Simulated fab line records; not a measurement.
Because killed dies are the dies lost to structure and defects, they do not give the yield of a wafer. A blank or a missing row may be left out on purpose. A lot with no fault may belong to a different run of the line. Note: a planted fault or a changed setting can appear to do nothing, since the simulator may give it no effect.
Code-filled problem report in 8D (eight disciplines) form / flow n5 finfet / the parts of the form that need people (team, actions taken, sign-off) are left out

1. THE ISSUE
spin speed rpm at N5_HKMG_FIN_COAT_30 reads a mean of 1458.2 rpm on 9 wafers of 3 lots; wafers without a fault read 1499.9 rpm with a standard deviation of 0.84. That is -50 standard deviations from the usual mean.
The step: time 60 s, resist thk 35 nm.
Seen first at day 6 03:23 on litho track-04, wafer L466.1. Wafers with a number at this step in the record: 30, from 10 lots. By rule, "out" or "out of limits" means more than 4 standard deviations away from the usual mean. The other wafers with a number count as sound.

2. WHAT IT IS, AND WHAT IT ISN'T
question=which readings at this step | is=spin speed rpm | is not=exhaust pa, plate temp C
question=which lots | is=L466, L468, L470 | is not=L458, L459, L460, L461, L472, L478, L479
question=which wafers of those lots | is=all that have a number | is not=-
question=read on which tools | is=litho track-04 | is not=litho track-02
question=when | is=from day 6 03:23 | is not=up to then (12 sound wafers); but 9 sound wafers of L472, L478, L479 came after

3. THE SUSPECTS, EACH WITH WHAT RULES IT OUT
Counting: a tool at a process step up to the reading stays a suspect if it ran every lot that is out and no sound lot after the first of them.
- litho track-04 at N5_HKMG_FIN_COAT_30 (time 60 s, resist thk 35 nm): kept. It processed each lot that is out, first L466 at day 6 03:23, and no sound lot thereafter; up to then, the last sound lot it processed was L460 at day 4 13:05. Its own spin speed rpm readings are out on those wafers.
Left after counting: litho track-04 at N5_HKMG_FIN_COAT_30.

4. THE CAUSE (what the simulator had put in)
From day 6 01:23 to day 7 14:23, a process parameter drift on litho track-04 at N5_HKMG_FIN_COAT_30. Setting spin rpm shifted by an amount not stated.
After counting, this tool was the only one left.

5. THE EFFECT CHAIN, in route order
One row per reading whose mean, taken over the struck wafers that have a number, lies over 3 standard deviations from the usual. Scope: only readings with a usual standard deviation given in the record; hours: median across lots of the time from each lot's start at the first step in this table that gives one to its start at this step; sigmas: change in usual standard deviations.
hours=0; step=N5_HKMG_FIN_COAT_30; reading=spin speed rpm; usual=1499.9 rpm; on struck wafers=1458.2; change=-41.7; sigmas=-50
Process steps it contains:
- N5_HKMG_FIN_COAT_30: time 60 s, resist thk 35 nm.
Later steps that measure or inspect, where all struck wafers having a row at the step show a number for every such reading and not one has moved that far: N5_HKMG_FIN_INSPECT_14, N5_BEOL_M4_RC_MEAS_101.

6. HOW IT WOULD HAVE BEEN CAUGHT EARLIER
2 hours passed between the start of the fault at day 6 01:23 and the first reading out of limits in this record, taken at day 6 03:23.
